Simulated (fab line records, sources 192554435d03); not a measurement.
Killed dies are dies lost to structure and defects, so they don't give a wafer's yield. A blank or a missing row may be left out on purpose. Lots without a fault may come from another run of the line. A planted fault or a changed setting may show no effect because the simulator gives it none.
Split-lot experiment | flow n5_finfet | 7 lots, 21 wafers read, on a route of 1938 steps

THE SPLIT
At N5_MOL_CONTACT_COAG_CONTACT_ETCH_14 (etches SiO2 in C4F6/O2, target depth 27.5 nm, overetch 8.5 nm, time 20 s), the setting source_w was moved away from the recipe's 370 W on 5 of the 21 wafers read, by -16.5% to +6.1%. The other wafers ran this setting at the recipe's value.

The reading is taken at the split's own step.

THE READING
rf_vpp_V, in V, at N5_MOL_CONTACT_COAG_CONTACT_ETCH_14 (etches SiO2 in C4F6/O2, target depth 27.5 nm, overetch 8.5 nm, time 20 s). Fault-free wafers of this fab line usually give 691.7 V, standard deviation 2.9 V.

wafer  | tool, chamber at the split | source_w as run, W | against the recipe | rf_vpp_V, V | against lot-mates on the recipe
L075.1 | rie_diel-05, 3             | 392.4              | +6.1%              | 673.8       | -15.9
L075.2 | rie_diel-05, 1             | 392.4              | +6.1%              | 673.1       | -16.6
L075.6 | rie_diel-05, 1             | 370                | recipe             | 689.7       | -
L083.1 | rie_diel-06, 3             | 370                | recipe             | 687.9       | -
L083.3 | rie_diel-06, 1             | 370                | recipe             | 695.4       | -
L083.5 | rie_diel-06, 3             | 370                | recipe             | 689.3       | -
L091.1 | rie_diel-06, 2             | 370                | recipe             | 690.9       | -
L091.2 | rie_diel-06, 0             | 370                | recipe             | 688.3       | -
L091.3 | rie_diel-06, 1             | 370                | recipe             | 695.6       | -
L092.1 | rie_diel-06, 0             | 370                | recipe             | 689.1       | -
L092.3 | rie_diel-06, 2             | 329.4              | -11.0%             | 715.4       | +26.3
L092.4 | rie_diel-06, 3             | 329.4              | -11.0%             | 707.2       | +18.1
L095.3 | rie_diel-06, 3             | 370                | recipe             | 689.3       | -
L095.4 | rie_diel-06, 0             | 370                | recipe             | 687.6       | -
L095.5 | rie_diel-06, 3             | 370                | recipe             | 688.8       | -
L096.1 | rie_diel-01, 1             | 370                | recipe             | 691.5       | -
L096.4 | rie_diel-01, 0             | 370                | recipe             | 699.8       | -
L096.5 | rie_diel-01, 1             | 370                | recipe             | 692.1       | -
L097.1 | rie_diel-06, 1             | 370                | recipe             | 693.4       | -
L097.4 | rie_diel-06, 1             | 309                | -16.5%             | 739.4       | +47.8
L097.6 | rie_diel-06, 2             | 370                | recipe             | 689.9       | -

THE FIT
A straight line over all 21 wafers: rf_vpp_V changes by -2.51 V for each +1% of source_w; r = -0.95; the points scatter about the line by 4.4 V.
The same after taking each lot's own level away (the mean of its wafers on the recipe; 21 wafers): -2.53 V for each +1%; r = -0.97; scatter 3.6 V.
On that fit, the largest move of source_w shifts the reading by 42 V.
The lots' own levels span 688.57 to 694.47 V, that is 2.0 times the standard deviation above.
So the lot-to-lot level changes the slope little: the two slopes agree.
Check: with one of the wafers moved furthest among these (-16.5%) left out of the fit, the line predicts +35.7 V for it against its lot-mates. It came out at +47.8 V against them.
Tool readings at the split's step, against how far the setting was moved: rf_vpp_V r = -0.95.

OTHER SPLITS ON THESE WAFERS
These wafers also went through other splits before the reading. Each is held against what the fit with the lots' levels taken away leaves over:
other split on the same wafers      | wafers away from the commonest value | r with rf_vpp_V (lot level and that fit taken away)
N5_SDB_COAT_03 spin_rpm             | 8                                    | -0.03
N5_HKMG_FIN_PEB_10 peb_time_s       | 9                                    | -0.15
N5_HKMG_FIN_ETCH_32 bias_w          | 4                                    | +0.16
N5_MOL_CONTACT_COAG_ETCH_105 bias_w | 7                                    | +0.27

THE FILE'S OWN FIT
rf_vpp_V changes by -2.63 V for each +1% of source_w, r = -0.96.
